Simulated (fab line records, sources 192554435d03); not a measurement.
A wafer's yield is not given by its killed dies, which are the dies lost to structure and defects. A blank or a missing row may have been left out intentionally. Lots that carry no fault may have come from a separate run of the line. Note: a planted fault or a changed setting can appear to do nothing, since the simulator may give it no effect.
2 desks, one fault    flow n5_finfet    what lay behind the numbers comes last; until then each desk has only its own

== FROM THE METROLOGY DESK ==
What the gauges read for every lot (on any tool): the sampled wafers with a number, averaged. If a lot's mean is further than 4 standard deviations from the usual mean, the lot is out of limits and carries the mark OUT (the distance appears in the brackets). Of its 11 readings 7 are shown: those that lie furthest out on some lot.
Columns: A = DIBL_N at N5_BEOL_M4_RC_MEAS_101, usual 36.1 mV/V; B = DIBL_P at N5_BEOL_M4_RC_MEAS_101, usual 36.1 mV/V; C = IOFF_N at N5_BEOL_M4_RC_MEAS_101, usual 0.15 nA/um; D = ION_P at N5_BEOL_M4_RC_MEAS_101, usual 463 uA/um; E = SS_N at N5_BEOL_M4_RC_MEAS_101, usual 71.5 mV/dec; F = SS_P at N5_BEOL_M4_RC_MEAS_101, usual 73.1 mV/dec; G = VT_P at N5_BEOL_M4_RC_MEAS_101, usual -250 mV
lot   first seen here  A     B     C     D    E     F     G
L651  day 7 16:13      40.4  41.8  0.23  463  72.8  74.6  -249
L652  day 8 02:58      38.3  37.6  0.20  476  72.3  73.6  -247
L653  day 9 01:20      35.0  34.7  0.13  448  71.2  73.3  -255
L656  day 9 08:08      36.1  35.8  0.15  466  71.4  73.2  -250
L657  day 9 20:30      37.9  37.8  0.16  472  71.4  73.2  -247
L655  day 10 08:58     36.4  37.0  0.16  466  72.4  73.0  -248
L662  day 11 12:59     35.8  35.9  0.15  453  71.5  72.8  -254
L663  day 11 17:28     35.8  34.5  0.14  460  71.3  72.5  -253
L670  day 12 21:40     35.9  36.4  0.15  467  71.4  73.3  -249
L672  day 13 09:35     37.4  37.7  0.19  467  71.9  73.1  -247
L673  day 13 18:14     36.5  38.1  0.17  461  71.9  73.2  -250
Finding of this desk: none of the 11 lots has anything out of limits.

== FOR THE TOOL OWNER'S DESK: litho_track-01 ==
The tool's own readings at N5_BEOL_M3_COAT_61 (time 60 s, resist thk 60 nm): means of the sampled wafers that have a number, for each lot that ran on this tool. If a lot's mean is further than 4 standard deviations from the usual mean, the lot is out of limits and carries the mark OUT (the distance appears in the brackets).
Columns: A = spin_speed_rpm at N5_BEOL_M3_COAT_61, usual 1499.9 rpm
lot   first seen here  A
L651  day 7 15:50      1499.5
L652  day 8 02:43      1499.0
L656  day 9 07:52      1498.5
L662  day 11 12:43     1440.4 (-54) OUT
L663  day 11 17:04     1438.9 (-55) OUT
This desk's verdict: out of limits on L662, L663, starting with L662 at day 11 12:43 (spin_speed_rpm at N5_BEOL_M3_COAT_61). In limits: L651, L652, L656.

== TAKEN TOGETHER ==
The tool owner's desk had the chance to raise an alarm at day 11 12:43 on L662, L663.
From the metrology desk's view, nothing was out of limits.
The metrology desk holds a record of L662, L663, inside its limits.
The lots listed all ran N5_BEOL_M3_COAT_61 on litho_track-01.

== WHAT WAS PUT IN BY THE SIMULATOR ==
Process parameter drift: litho_track-01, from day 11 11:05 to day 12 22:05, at N5_BEOL_M3_COAT_61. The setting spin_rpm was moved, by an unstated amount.
Lots struck among those shown: L662, L663.
Each desk's first reading out of limits, in hours after the fault started: the tool owner's desk, 2.
